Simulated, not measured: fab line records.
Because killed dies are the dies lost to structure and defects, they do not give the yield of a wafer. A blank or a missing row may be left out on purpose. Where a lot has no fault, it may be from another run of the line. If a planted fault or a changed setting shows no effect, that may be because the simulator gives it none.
Matching of chambers	flow nand-harc	NHARC_A_STAIRCASE_DESCUM_312 on rie-diel-03: 4 sister chambers
The step chemistry O2, time 3 s. 8 wafers are shown with their chamber, then 7 later ones without.

== EACH WAFER AND ITS CHAMBER ==
wafer	chamber	drypump-motor-current-A (A)	showerhead-plenum-p-Torr (Torr)
L076.6	0	5.18	1.77
L078.4	2	5.44	1.94
L078.6	3	5.58	1.89
L086.1	1	5.83	2.05
L086.3	2	5.39	1.93
L086.4	3	5.63	1.88
L088.1	0	5.20	2.07
L088.2	1	5.80	2.04

== WAFERS MISSING THEIR CHAMBER ==
wafer	drypump-motor-current-A (A)	showerhead-plenum-p-Torr (Torr)
L088.5	5.20	2.07
L091.1	5.83	2.04
L091.2	5.39	1.93
L091.3	5.19	2.07
L093.2	5.40	1.93
L093.3	5.67	1.88
L093.6	5.19	2.07

== CHAMBER TAKEN BY EACH ==
wafer	from the rows above	in truth
L088.5	0	0
L091.1	1	1
L091.2	2	2
L091.3	0	0
L093.2	2	2
L093.3	3	3
L093.6	0	0
Correctly placed: 7 of 7. Left unplaced by these rows: 0. Number placed wrongly: 0.
How it was worked out, from the rows above alone: a wafer's distance from a chamber is the root of the sum, over the readings, of the square of ((its reading less the chamber's mean) divided by the reading's scatter). If the next closest chamber is less than 2 further off than the closest, the wafer can't be placed; otherwise it belongs to the closest. The mean given for a chamber averages the wafers shown for that chamber. The scatter is the square root of a quotient: the sum, over the shown wafers, of each reading's squared deviation from its chamber's mean, divided by wafers minus chambers.
